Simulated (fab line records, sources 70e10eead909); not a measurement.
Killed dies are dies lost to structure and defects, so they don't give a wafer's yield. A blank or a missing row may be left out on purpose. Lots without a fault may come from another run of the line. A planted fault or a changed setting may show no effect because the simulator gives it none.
Chamber matching | flow nand_harc | NHARC_A_CHANNEL_FILL_D1_CMP_10 on cmp-04: 4 sister chambers
The step polishes, target thk 150 nm. 8 wafers are shown with their chamber, then 8 later ones without.

WAFERS WITH THEIR CHAMBER
wafer  | chamber | motor_current_A (A) | time_to_endpoint_s (s)
L081.4 | 2       | 13.0                | 14.9
L082.2 | 2       | 12.9                | 17.0
L082.4 | 1       | 11.0                | 15.8
L084.5 | 0       | 12.8                | 20.2
L091.1 | 0       | 12.9                | 18.5
L091.2 | 3       | 10.8                | 14.4
L091.6 | 1       | 10.5                | 16.6
L094.2 | 3       | 10.2                | 16.5

WAFERS WITHOUT THEIR CHAMBER
wafer  | motor_current_A (A) | time_to_endpoint_s (s)
L094.4 | 13.5                | 19.9
L094.6 | 11.9                | 17.3
L097.1 | 12.2                | 16.8
L097.2 | 13.5                | 18.7
L097.5 | 10.7                | 15.9
L095.1 | 10.7                | 13.3
L095.4 | 12.9                | 18.5
L095.6 | 13.0                | 16.6

WHICH CHAMBER EACH WENT THROUGH
wafer  | from the rows above               | in truth
L094.4 | can't be placed: 0 or 2           | 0
L094.6 | can't be placed: 0 or 2 or 1 or 3 | 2
L097.1 | can't be placed: 2 or 0           | 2
L097.2 | can't be placed: 0 or 2           | 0
L097.5 | can't be placed: 1 or 3           | 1
L095.1 | can't be placed: 3 or 1           | 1
L095.4 | can't be placed: 0 or 2           | 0
L095.6 | can't be placed: 2 or 0           | 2
Placed correctly: 0 of 8. Can't be placed from these rows: 8 (the true chamber is among the candidates in 8). Placed wrongly: 0.
How it was worked out, from the rows above alone: a wafer's distance from a chamber is the root of the sum, over the readings, of the square of ((its reading less the chamber's mean) divided by the reading's scatter). The wafer belongs to the nearest chamber; if the next one is less than 2 further off, it can't be placed. A chamber's mean is the mean of its shown wafers. The scatter: the root of (the sum of the squares of (reading less its chamber's mean) over the shown wafers, divided by (wafers less chambers)).
